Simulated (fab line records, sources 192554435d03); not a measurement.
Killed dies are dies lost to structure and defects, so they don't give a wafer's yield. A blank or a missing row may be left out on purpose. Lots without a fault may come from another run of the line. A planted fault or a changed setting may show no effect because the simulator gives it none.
fab line records | flow n5_finfet | part 1 of 2: steps 1 to 20 of 28
record lots=5 wafers=15 last_day=16
route steps=1938 shown BEOL_M10@1470
lots that met no fault: from a run of the same line without faults
start_h: hours from the record's first day to the start of the lot's first wafer shown | wait_h: hours since the lot's step before | " the same as in the row above | L1.1+2: a row that stands for several wafers | - no value, or no start given | * or withheld: withheld | < > ~ a bound
route shown NAME@n: a module of which the file shows steps, and the number in the route of the first | usual: mean/standard deviation of fault-free wafers | same: alike in all rows | chamber/n: place in a boat | sites: the reading at each site | _std_site: their standard deviation | _edge_site: outer sites' mean less inner sites' | radius_mm: how far each site lies from the wafer's centre | mask NAME#n: copy n | behind: the tool/chamber that last shaped the wafer | hold: why the lot was held/for how many hours/how that ended | device: the transistor (n, p or np) that didn't switch | end of line: the same wafers' tests at the end of the route | a step without rows: its recipe alone | killed: dies lost to structure and defects at the first sort, not the wafer's yield | map: a wafer's dies, x killed, . not, _ none there
set.NAME: the setting as run; set.NAME@STEP: as run at that earlier step | model.NAME: the simulator's own value behind a step, which no gauge read
lots at some steps of the route; a table a step, a row a wafer
services: from which hour (start_h, from the record's first day; less than 0 if before it) a tool's chamber was out of use, for how many hours, and why
## steps
# step N5_BEOL_M10_ILD_DEP_00
# recipe material=SiCOH_lowk target_thk_a=3085.1 temp_c=300 precursor=DEMS/porogen pressure_torr=5 rf_w=500 time_s=58
# usual heater_power_outer_w=143/30 heater_power_w=304/40 showerhead_plenum_p_Torr=5.733/0.014 throttle_valve_pct=13.7/0.56
# columns lot.wafer tool chamber start_h wait_h heater_power_outer_w heater_power_w showerhead_plenum_p_Torr throttle_valve_pct
L075.2 pecvd-01 1 213.72 0.0 149 290 5.755 13.3
L075.4 " 1 " " 146 295 5.749 13.2
L075.6 " 0 " " 104 283 5.748 14.0
L074.1 pecvd-01 1 214.17 0.0 111 243 5.749 13.1
L074.4 " 2 " " 183 356 5.733 13.8
L074.5 " 0 " " 128 316 5.740 13.5
L084.1 pecvd-04 0 272.69 0.0 177 331 5.737 14.7
L084.2 " 1 " " 132 282 5.709 14.0
L084.5 " 2 " " 112 249 5.744 12.7
L087.1 pecvd-01 2 300.48 0.0 185 357 5.734 14.1
L087.2 " 1 " " 137 286 5.732 13.5
L087.6 " 2 " " 187 366 5.733 14.0
L093.1 pecvd-01 0 326.59 0.0 103 272 5.735 13.9
L093.3 " 1 " " 131 282 5.753 13.2
L093.5 " 0 " " 110 274 5.729 13.9
# step N5_BEOL_M10_CURE_71
# recipe temp_c=385 time_s=240 ambient=He/Ar material=SiCOH_lowk
# usual lamp_power_pct=52.32/0.054 wafer_temp_C_max=386.9/0.74
# columns lot.wafer tool chamber start_h wait_h lamp_power_pct wafer_temp_C_max
L075.2 uv_cure-01 0 213.88 0.1 52.28 386.6
L075.4 " 0 " " 52.35 387.1
L075.6 " 0 " " 52.33 387.4
L074.1 uv_cure-01 1 214.28 0.1 52.43 388.7
L074.4 " 1 " " 52.37 388.4
L074.5 " 1 " " 52.33 388.5
L084.1 uv_cure-03 0 272.76 0.0 52.32 385.6
L084.2 " 0 " " 52.33 386.0
L084.5 " 0 " " 52.35 386.0
L087.1 uv_cure-01 0 300.56 0.0 52.24 386.8
L087.2 " 0 " " 52.35 386.0
L087.6 " 0 " " 52.40 386.3
L093.1 uv_cure-02 1 326.67 0.0 52.32 386.7
L093.3 " 1 " " 52.27 386.8
L093.5 " 1 " " 52.34 387.0
# step N5_BEOL_M10_THK_MEAS_01
# recipe reads=SiCOH_lowk_of_BEOL_M10_ILD_DEP_00
# usual M10_ILD_THK=268/3.5
# columns lot.wafer tool chamber start_h wait_h M10_ILD_THK[nm]
L075.2 film_metro-02 - 214.31 0.4 262
L075.4 " - " " 266
L075.6 " - " " 266
L074.1 film_metro-01 - 214.79 0.4 257
L074.4 " - " " 266
L074.5 " - " " 265
L084.1 film_metro-01 - 273.28 0.4 267
L084.2 " - " " 266
L084.5 " - " " 268
L087.1 film_metro-02 - 301.07 0.4 266
L087.2 " - " " 269
L087.6 " - " " 273
L093.1 film_metro-02 - 327.18 0.4 265
L093.3 " - " " 265
L093.5 " - " " 270
# step N5_BEOL_M10_PECVD_70
# recipe material=SiO2 target_thk_a=200 temp_c=400 precursor=TEOS/O2 pressure_torr=5.5 rf_w=450 teos_flow_sccm=53.8 gas=O2 flow_sccm=3000 time_s=22.7
# usual heater_power_outer_w=416/56 heater_power_w=698/73 showerhead_plenum_p_Torr=8.76/0.049 throttle_valve_pct=22.1/0.94
# columns lot.wafer tool chamber start_h wait_h heater_power_outer_w heater_power_w showerhead_plenum_p_Torr throttle_valve_pct
L075.2 pecvd-04 1 214.35 0.0 373 652 8.69 22.5
L075.4 " 1 " " 382 650 8.68 22.3
L075.6 " 0 " " 423 679 8.78 23.7
L074.1 pecvd-03 1 214.83 0.0 424 702 8.72 22.6
L074.4 " 0 " " 480 779 8.71 22.1
L074.5 " 1 " " 423 704 8.71 22.7
L084.1 pecvd-04 0 273.31 0.0 420 672 8.77 23.7
L084.2 " 2 " " 393 624 8.85 20.4
L084.5 " 0 " " 435 684 8.80 23.5
L087.1 pecvd-03 2 301.11 0.0 416 720 8.81 20.8
L087.2 " 1 " " 417 702 8.70 22.4
L087.6 " 2 " " 435 724 8.79 21.2
L093.1 pecvd-04 0 327.22 0.0 453 762 8.79 23.8
L093.3 " 1 " " 415 687 8.69 22.4
L093.5 " 1 " " 413 688 8.67 22.4
# step N5_BEOL_M10_HM_DEP_02
# recipe material=TiN target_thk_a=200 temp_c=25 chamber_pressure_pa=0.49996
# usual substrate_temp_c=24.99/0.11 throttle_valve_pct=30.0/0.78
# columns lot.wafer tool chamber start_h wait_h substrate_temp_c throttle_valve_pct
L075.2 pvd_sputter-03 - 216.49 2.1 24.93 31.0
L075.4 " - " " 24.85 28.9
L075.6 " - " " 24.96 30.0
L074.1 pvd_sputter-03 - 217.21 2.4 24.81 29.4
L074.4 " - " " 24.95 30.1
L074.5 " - " " 25.00 28.9
L084.1 pvd_sputter-03 - 275.09 1.8 25.03 30.9
L084.2 " - " " 25.07 28.7
L084.5 " - " " 25.01 29.3
L087.1 pvd_sputter-01 - 301.88 0.8 24.94 30.7
L087.2 " - " " 24.93 31.1
L087.6 " - " " 24.99 30.9
L093.1 pvd_sputter-01 - 328.62 1.4 25.13 29.4
L093.3 " - " " 25.05 30.8
L093.5 " - " " 24.82 31.0
# step N5_BEOL_M10_COAT_59
# recipe resist=SOC temp_c=250 time_s=60 spin_rpm=1500 resist_thk_nm=100
# usual chill_plate_temp_C=22.98/0.1
# columns lot.wafer tool chamber start_h wait_h chill_plate_temp_C
L075.2 litho_track-05 0 216.62 0.1 22.96
L075.4 " 0 " " 22.81
L075.6 " 0 " " 22.84
L074.1 litho_track-02 0 217.33 0.1 22.99
L074.4 " 0 " " 23.07
L074.5 " 0 " " 22.96
L084.1 litho_track-05 0 275.22 0.1 23.04
L084.2 " 0 " " 22.99
L084.5 " 0 " " 22.99
L087.1 litho_track-02 0 302.00 0.1 23.12
L087.2 " 0 " " 23.01
L087.6 " 0 " " 23.07
L093.1 litho_track-02 0 328.75 0.1 22.90
L093.3 " 0 " " 22.93
L093.5 " 0 " " 23.07
# step N5_BEOL_M10_COAT_60
# recipe resist=SiARC temp_c=220 time_s=60 spin_rpm=1500 resist_thk_nm=30
# usual chill_plate_temp_C=23.00/0.1
# columns lot.wafer tool chamber start_h wait_h chill_plate_temp_C
L075.2 litho_track-05 0 - - 23.16
L075.4 " 0 " " 22.96
L075.6 " 0 " " 23.07
L074.1 litho_track-02 0 - - 22.95
L074.4 " 0 " " 22.91
L074.5 " 0 " " 22.92
L084.1 litho_track-05 0 - - 22.88
L084.2 " 0 " " 22.84
L084.5 " 0 " " 22.98
L087.1 litho_track-02 0 - - 22.89
L087.2 " 0 " " 23.01
L087.6 " 0 " " 22.87
L093.1 litho_track-02 0 - - 23.01
L093.3 " 0 " " 23.00
L093.5 " 0 " " 22.95
# step N5_BEOL_M10_COAT_05
# recipe resist=CAR-ArF spin_rpm=1500 resist_thk_nm=90
# usual chill_plate_temp_C=23.00/0.097
# columns lot.wafer tool chamber start_h wait_h chill_plate_temp_C
L075.2 litho_track-05 0 - - 22.93
L075.4 " 0 " " 23.06
L075.6 " 0 " " 22.96
L074.1 litho_track-02 0 - - 23.04
L074.4 " 0 " " 23.09
L074.5 " 0 " " 23.13
L084.1 litho_track-05 0 - - 22.97
L084.2 " 0 " " 22.99
L084.5 " 0 " " 23.09
L087.1 litho_track-02 0 - - 23.04
L087.2 " 0 " " 23.18
L087.6 " 0 " " 22.91
L093.1 litho_track-02 0 - - 22.90
L093.3 " 0 " " 22.88
L093.5 " 0 " " 22.96
# step N5_BEOL_M10_EBR_07
# recipe solvent=PGMEA ebr_width_mm=1.5
# usual chill_plate_temp_C=23.00/0.097
# columns lot.wafer tool chamber start_h wait_h chill_plate_temp_C
L075.2 litho_track-05 0 - - 22.84
L075.4 " 0 " " 23.01
L075.6 " 0 " " 23.00
L074.1 litho_track-02 0 - - 22.90
L074.4 " 0 " " 22.88
L074.5 " 0 " " 22.94
L084.1 litho_track-05 0 - - 23.06
L084.2 " 0 " " 23.14
L084.5 " 0 " " 23.08
L087.1 litho_track-02 0 - - 23.01
L087.2 " 0 " " 22.95
L087.6 " 0 " " 22.92
L093.1 litho_track-02 0 - - 23.02
L093.3 " 0 " " 22.97
L093.5 " 0 " " 22.90
# step N5_BEOL_M10_SOFTBAKE_06
# recipe temp_c=110 time_s=60 resist=CAR-ArF
# usual chill_plate_temp_C=23.03/0.13
# columns lot.wafer tool chamber start_h wait_h chill_plate_temp_C
L075.2 litho_track-05 0 - - 23.17
L075.4 " 0 " " 23.04
L075.6 " 0 " " 23.02
L074.1 litho_track-02 0 - - 23.19
L074.4 " 0 " " 23.05
L074.5 " 0 " " 22.99
L084.1 litho_track-05 0 - - 23.16
L084.2 " 0 " " 23.16
L084.5 " 0 " " 23.25
L087.1 litho_track-02 0 - - 22.75
L087.2 " 0 " " 22.73
L087.6 " 0 " " 22.97
L093.1 litho_track-02 0 - - 22.84
L093.3 " 0 " " 22.80
L093.5 " 0 " " 22.96
# step N5_BEOL_M10_EXPOSE_08
# recipe mask_id=M10 na=1.35 source_shape=dipole sigma_inner=0.411 sigma_outer=0.611 polarization=te dose_mj=53.75
# usual exposure_dose_mJ_cm2=53.70/0.054 focus_offset_nm=0.1/0.55
# same na=1.35
# columns lot.wafer tool chamber start_h wait_h mask exposure_dose_mJ_cm2 focus_offset_nm
L075.2 arfi_scanner-03 0 216.87 - M10#0 53.79 0.1
L075.4 " 0 " " M10#0 53.73 0.2
L075.6 " 0 " " M10#0 53.78 0.0
L074.1 arfi_scanner-03 0 217.45 - M10#0 53.75 0.6
L074.4 " 0 " " M10#0 53.69 -0.4
L074.5 " 0 " " M10#0 53.75 0.8
L084.1 arfi_scanner-02 0 275.47 - M10#0 53.84 1.0
L084.2 " 0 " " M10#0 53.78 -0.1
L084.5 " 0 " " M10#0 53.85 0.7
L087.1 arfi_scanner-02 0 302.25 - M10#0 53.70 -0.1
L087.2 " 0 " " M10#0 53.76 0.0
L087.6 " 0 " " M10#0 53.59 0.2
L093.1 arfi_scanner-01 0 328.99 - M10#0 53.76 0.4
L093.3 " 0 " " M10#0 53.87 0.1
L093.5 " 0 " " M10#0 53.75 -0.3
# step N5_BEOL_M10_PEB_09
# recipe peb_temp_c=withheld peb_time_s=60 resist=CAR-ArF
# usual chill_plate_temp_C=23.01/0.11
# columns lot.wafer tool chamber start_h wait_h chill_plate_temp_C
L075.2 litho_track-04 0 216.92 0.0 23.08
L075.4 " 0 " " 22.99
L075.6 " 0 " " 23.01
L074.1 litho_track-02 0 217.51 0.1 22.83
L074.4 " 0 " " 22.88
L074.5 " 0 " " 22.96
L084.1 litho_track-04 0 275.53 0.1 23.03
L084.2 " 0 " " 22.87
L084.5 " 0 " " 23.05
L087.1 litho_track-05 0 302.30 0.1 23.09
L087.2 " 0 " " 23.28
L087.6 " 0 " " 22.90
L093.1 litho_track-05 0 329.05 0.1 22.88
L093.3 " 0 " " 23.08
L093.5 " 0 " " 22.96
# step N5_BEOL_M10_DEVELOP_10
# recipe develop_time_s=30 developer=TMAH resist=CAR-ArF rinse_liquid=diw dry=air_spin dev_temp_c=23
# usual chill_plate_temp_C=23.00/0.11
# columns lot.wafer tool chamber start_h wait_h chill_plate_temp_C
L075.2 litho_track-04 0 - - 22.92
L075.4 " 0 " " 22.97
L075.6 " 0 " " 22.99
L074.1 litho_track-02 0 - - 23.06
L074.4 " 0 " " 22.99
L074.5 " 0 " " 22.92
L084.1 litho_track-04 0 - - 23.11
L084.2 " 0 " " 23.15
L084.5 " 0 " " 23.25
L087.1 litho_track-05 0 - - 23.17
L087.2 " 0 " " 23.15
L087.6 " 0 " " 23.10
L093.1 litho_track-05 0 - - 23.12
L093.3 " 0 " " 23.14
L093.5 " 0 " " 23.13
# step N5_BEOL_M10_CD_MEAS_11
# recipe target_cd_nm=64.1 landing_energy_ev=500 detector=se_inlens polarity=opening
# usual cd_nm=64.2/0.53
# columns lot.wafer tool chamber start_h wait_h cd_nm
L075.2 cd_sem-01 0 216.99 - 63.6
L075.4 " 0 " " 64.3
L075.6 " 0 " " 63.9
L074.1 cd_sem-01 0 217.58 - 64.1
L074.4 " 0 " " 64.3
L074.5 " 0 " " 64.5
L084.1 cd_sem-01 0 275.59 - 64.9
L084.2 " 0 " " 64.3
L084.5 " 0 " " 64.1
L087.1 cd_sem-03 0 302.37 - 64.8
L087.2 " 0 " " 64.8
L087.6 " 0 " " 64.0
L093.1 cd_sem-02 0 329.12 - 64.0
L093.3 " 0 " " 63.5
L093.5 " 0 " " 64.1
# step N5_BEOL_M10_OVL_MEAS_12
# recipe points_per_wafer=44
# usual M10_OVL=-0.4/0.85
# columns lot.wafer tool chamber start_h wait_h M10_OVL[nm]
L075.2 overlay-02 0 217.02 0.0 -1.4
L075.4 " 0 " " -1.0
L075.6 " 0 " " -0.3
L074.1 overlay-01 0 217.61 0.0 -0.8
L074.4 " 0 " " -0.6
L074.5 " 0 " " -0.8
L084.1 overlay-02 0 275.62 0.0 1.3
L084.2 " 0 " " 0.5
L084.5 " 0 " " 1.5
L087.1 overlay-01 0 302.40 0.0 -1.7
L087.2 " 0 " " -0.7
L087.6 " 0 " " -1.0
L093.1 overlay-01 0 329.15 0.0 0.8
L093.3 " 0 " " 0.0
L093.5 " 0 " " 0.0
# step N5_BEOL_M10_INSPECT_13
# recipe mode=adi inspect_instrument=brightfield
# usual raw_defect_count=408/100
# columns lot.wafer tool chamber start_h wait_h raw_defect_count
L075.2 defect_inspect-02 - 217.04 0.0 379
L075.4 " - " " 334
L075.6 " - " " 556
L074.1 defect_inspect-02 - 217.63 0.0 432
L074.4 " - " " 291
L074.5 " - " " 470
L084.1 defect_inspect-01 - 275.65 0.0 323
L084.2 " - " " 226
L084.5 " - " " 443
L087.1 defect_inspect-02 - 302.43 0.0 422
L087.2 " - " " 377
L087.6 " - " " 495
L093.1 defect_inspect-01 - 329.17 0.0 698
L093.3 " - " " 628
L093.5 " - " " 627
# step N5_BEOL_M10_DESCUM_16
# recipe chemistry=O2 time_s=7.9 source_power_w=50 bias_power_w=20 pressure_mtorr=20 rf_frequency_hz=2.712e+07 temp_c=40 resist=CAR-ArF o2_flow_sccm=225
# usual drypump_motor_current_A=5.7/0.43 oes_product_au=0.83/0.074 rf_vpp_V=243.2/1.3 showerhead_plenum_p_Torr=2.09/0.068 throttle_valve_pct=20.25/0.2
# columns lot.wafer tool chamber start_h wait_h drypump_motor_current_A oes_product_au rf_hours_counter_h rf_vpp_V showerhead_plenum_p_Torr throttle_valve_pct
L075.2 rie_diel-02 1 217.13 0.1 5.2 0.84 69 243.2 2.12 20.26
L075.4 " 2 " " 6.2 0.80 92 246.4 2.20 20.25
L075.6 " 3 " " 5.7 0.89 - 243.6 2.13 20.04
L074.1 rie_diel-02 3 217.68 0.1 5.7 0.89 29 244.9 2.13 20.06
L074.4 " 1 " " 5.2 0.83 69 243.9 2.12 20.28
L074.5 " 0 " " 5.8 0.70 - 239.7 1.99 20.37
L084.1 rie_diel-04 0 275.68 0.0 5.2 0.88 30 241.2 2.03 19.82
L084.2 " 2 " " 5.7 0.97 15 242.2 2.03 20.14
L084.5 " 2 " " 5.7 0.96 - 241.6 2.03 20.16
L087.1 rie_diel-04 0 302.46 0.0 5.2 0.86 40 243.2 2.03 19.83
L087.2 " 2 " " 5.8 0.94 25 241.2 2.03 20.18
L087.6 " 1 " " 5.4 0.83 - 243.4 2.12 20.31
L093.1 rie_diel-02 1 329.20 0.0 5.2 0.80 103 242.8 2.11 20.34
L093.3 " 2 " " 6.2 0.76 127 244.7 2.19 20.31
L093.5 " 3 " " 5.7 0.84 - 243.8 2.12 20.08
# step N5_BEOL_M10_ETCH_61
# recipe chemistry=CF4 target=SiARC target_depth_a=390 mask_material=CAR-ArF time_s=65 ion_energy_ev=80 pressure_mtorr=40 source_w=545 bias_w=36 Ar_flow_sccm=100 cf4_flow_sccm=100 ends=cleared
# usual drypump_motor_current_A=5.7/0.42 etch_rf_on_time_s=64.7/1.1 oes_product_au=0.71/0.062 rf_vpp_V=184.1/1.1 showerhead_plenum_p_Torr=2.14/0.061 throttle_valve_pct=15.45/0.17
# columns lot.wafer tool chamber start_h wait_h drypump_motor_current_A etch_rf_on_time_s oes_product_au rf_hours_counter_h rf_vpp_V showerhead_plenum_p_Torr throttle_valve_pct
L075.2 rie_diel-02 1 217.17 0.0 5.2 65.0 0.71 69 184.8 2.16 15.47
L075.4 " 2 " " 6.2 64.5 0.69 92 185.7 2.23 15.37
L075.6 " 3 " " 5.7 65.6 0.75 - 185.6 2.18 15.21
L074.1 rie_diel-02 3 217.72 0.0 5.7 65.1 0.75 29 184.6 2.18 15.20
L074.4 " 1 " " 5.2 65.4 0.71 69 185.7 2.16 15.49
L074.5 " 0 " " 5.8 66.0 0.61 - 184.5 2.04 15.62
L084.1 rie_diel-04 0 275.72 0.0 5.2 64.2 0.74 30 183.9 2.11 15.12
L084.2 " 2 " " 5.8 63.1 0.83 15 183.0 2.10 15.39
L084.5 " 2 " " 5.8 62.4 0.83 - 185.8 2.10 15.40
L087.1 rie_diel-04 0 302.49 0.0 5.2 65.4 0.71 40 184.1 2.10 15.15
L087.2 " 2 " " 5.8 63.3 0.81 25 185.1 2.10 15.41
L087.6 " 1 " " 5.3 64.7 0.70 - 184.5 2.15 15.46
L093.1 rie_diel-02 1 329.24 0.0 5.2 65.8 0.68 103 182.1 2.15 15.55
L093.3 " 2 " " 6.2 65.5 0.65 127 185.2 2.22 15.42
L093.5 " 3 " " 5.6 66.1 0.70 - 183.9 2.17 15.28
# step N5_BEOL_M10_ETCH_62
# recipe chemistry=N2/H2 target=SOC target_depth_a=1100 overetch_a=220 mask_material=SiARC temp_c=40 time_s=165 ion_energy_ev=200 pressure_mtorr=30 source_w=840 bias_w=150 n2_flow_sccm=200 h2_flow_sccm=200
# usual drypump_motor_current_A=5.7/0.43 h2_flow_sccm=200.0/0.58 n2_flow_sccm=200.0/0.61 oes_product_au=0.70/0.057 rf_vpp_V=524.0/2.3 showerhead_plenum_p_Torr=2.55/0.081 throttle_valve_pct=17.65/0.22
# columns lot.wafer tool chamber start_h wait_h drypump_motor_current_A h2_flow_sccm n2_flow_sccm oes_product_au rf_hours_counter_h rf_vpp_V showerhead_plenum_p_Torr throttle_valve_pct
L075.2 rie_diel-02 1 217.22 0.0 5.3 201.0 199.3 0.72 69 526.7 2.59 17.74
L075.4 " 2 " " 6.2 199.2 200.6 0.68 92 528.7 2.66 17.52
L075.6 " 3 " " 5.7 199.1 200.2 0.74 - 526.5 2.59 17.48
L074.1 rie_diel-02 3 217.77 0.0 5.7 200.5 200.1 0.74 29 525.5 2.59 17.46
L074.4 " 1 " " 5.2 200.6 199.9 0.71 70 523.8 2.59 17.74
L074.5 " 0 " " 5.8 199.7 200.3 0.61 - 520.1 2.41 17.80
L084.1 rie_diel-04 0 275.77 0.0 5.2 200.0 200.7 0.74 30 522.1 2.47 17.15
L084.2 " 2 " " 5.8 201.2 200.0 0.81 15 523.7 2.48 17.55
L084.5 " 2 " " 5.8 201.1 199.6 0.80 - 522.4 2.48 17.55
L087.1 rie_diel-04 0 302.54 0.0 5.2 199.7 200.6 0.72 40 522.3 2.47 17.16
L087.2 " 2 " " 5.8 199.8 199.5 0.79 25 521.9 2.48 17.55
L087.6 " 1 " " 5.4 200.1 200.2 0.69 - 525.6 2.58 17.69
L093.1 rie_diel-02 1 329.29 0.0 5.2 199.1 199.3 0.68 103 524.4 2.57 17.81
L093.3 " 2 " " 6.2 200.6 200.8 0.65 127 527.9 2.64 17.59
L093.5 " 3 " " 5.7 199.6 200.1 0.70 - 524.4 2.58 17.55
# step N5_BEOL_M10_STRIP_68
# recipe chemistry=N2/H2 temp_c=40 n2_flow_sccm=200 h2_flow_sccm=200 rf_frequency_hz=6e+07
# columns lot.wafer tool chamber start_h wait_h
L075.2+4+6 rie_diel-02 1,2,3 217.35 0.1
L074.1+4+5 rie_diel-02 3,1,0 217.91 0.1
L084.1+2+5 rie_diel-04 0,2,2 275.90 0.1
L087.1+2+6 rie_diel-04 0,2,1 302.68 0.1
L093.1+3+5 rie_diel-02 1,2,3 329.43 0.1
